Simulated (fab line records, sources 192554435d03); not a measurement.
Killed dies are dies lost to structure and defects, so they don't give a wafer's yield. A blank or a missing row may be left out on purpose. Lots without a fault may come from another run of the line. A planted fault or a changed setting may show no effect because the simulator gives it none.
Chamber matching | flow n5_finfet | N5_BEOL_M1_ETCH_63 on rie_diel-01: 4 sister chambers
The step etches SiARC in CF4, target depth 15.6 nm, time 26 s. 20 wafers are shown with their chamber, then 10 later ones without.

WAFERS WITH THEIR CHAMBER
wafer  | chamber | drypump_motor_current_A (A) | showerhead_plenum_p_Torr (Torr) | etch_rf_on_time_s (s)
L075.2 | 0       | 5.7                         | 2.12                            | 25.3
L075.4 | 2       | 6.3                         | 2.07                            | 25.3
L075.6 | 1       | 5.5                         | 2.15                            | 24.5
L077.1 | 1       | 5.5                         | 2.15                            | 24.9
L077.2 | 0       | 5.6                         | 2.12                            | 25.1
L077.6 | 1       | 5.5                         | 2.15                            | 24.8
L080.1 | 1       | 5.5                         | 2.15                            | 24.8
L080.5 | 3       | 5.4                         | 2.15                            | 28.0
L080.6 | 2       | 6.3                         | 2.06                            | 25.5
L082.1 | 1       | 5.5                         | 2.14                            | 24.8
L082.3 | 2       | 6.3                         | 2.06                            | 25.8
L082.5 | 0       | 5.7                         | 2.12                            | 25.2
L087.1 | 2       | 6.3                         | 2.06                            | 25.8
L087.2 | 3       | 5.4                         | 2.14                            | 28.1
L087.3 | 1       | 5.5                         | 2.14                            | 24.8
L091.1 | 1       | 5.5                         | 2.14                            | 25.4
L091.2 | 3       | 5.4                         | 2.14                            | 28.4
L091.6 | 1       | 5.5                         | 2.14                            | 24.9
L092.1 | 1       | 5.4                         | 2.14                            | 24.7
L092.2 | 2       | 6.3                         | 2.05                            | 25.7

SIGNATURES (means of the wafers above)
reading                  | chamber 0 | chamber 1 | chamber 2 | chamber 3 | scatter within a chamber
drypump_motor_current_A  | 5.667     | 5.489     | 6.300     | 5.400     | 0.0312
showerhead_plenum_p_Torr | 2.1200    | 2.1444    | 2.0600    | 2.1433    | 0.00553
etch_rf_on_time_s        | 25.200    | 24.844    | 25.620    | 28.167    | 0.217
Rule: a wafer's distance from a chamber is the root of the sum, over the readings, of the square of ((its reading less the chamber's mean) divided by the reading's scatter). The wafer belongs to the nearest chamber; if the next one is less than 2 further off, it can't be placed. The scatter: the root of (the sum of the squares of (reading less its chamber's mean) over the shown wafers, divided by (wafers less chambers)).

WAFERS WITHOUT THEIR CHAMBER
wafer  | drypump_motor_current_A (A) | showerhead_plenum_p_Torr (Torr) | etch_rf_on_time_s (s)
L092.3 | 5.4                         | 2.14                            | 28.2
L093.1 | 6.3                         | 2.05                            | 25.9
L093.2 | 5.4                         | 2.14                            | 28.5
L093.3 | 5.5                         | 2.14                            | 25.1
L094.2 | 5.4                         | 2.14                            | 28.3
L094.3 | 6.3                         | 2.05                            | 25.7
L094.5 | 5.5                         | 2.14                            | 25.3
L097.1 | 5.5                         | 2.13                            | 25.2
L097.3 | 5.4                         | 2.14                            | 28.8
L097.6 | 5.4                         | 2.13                            | 25.3

WHICH CHAMBER EACH WENT THROUGH
wafer  | from the rows above | in truth
L092.3 | 3                   | 3
L093.1 | 2                   | 2
L093.2 | 3                   | 3
L093.3 | 1                   | 1
L094.2 | 3                   | 3
L094.3 | 2                   | 2
L094.5 | 1                   | 1
L097.1 | 1                   | 1
L097.3 | 3                   | 3
L097.6 | 1                   | 1
Placed correctly: 10 of 10. Can't be placed from these rows: 0. Placed wrongly: 0.
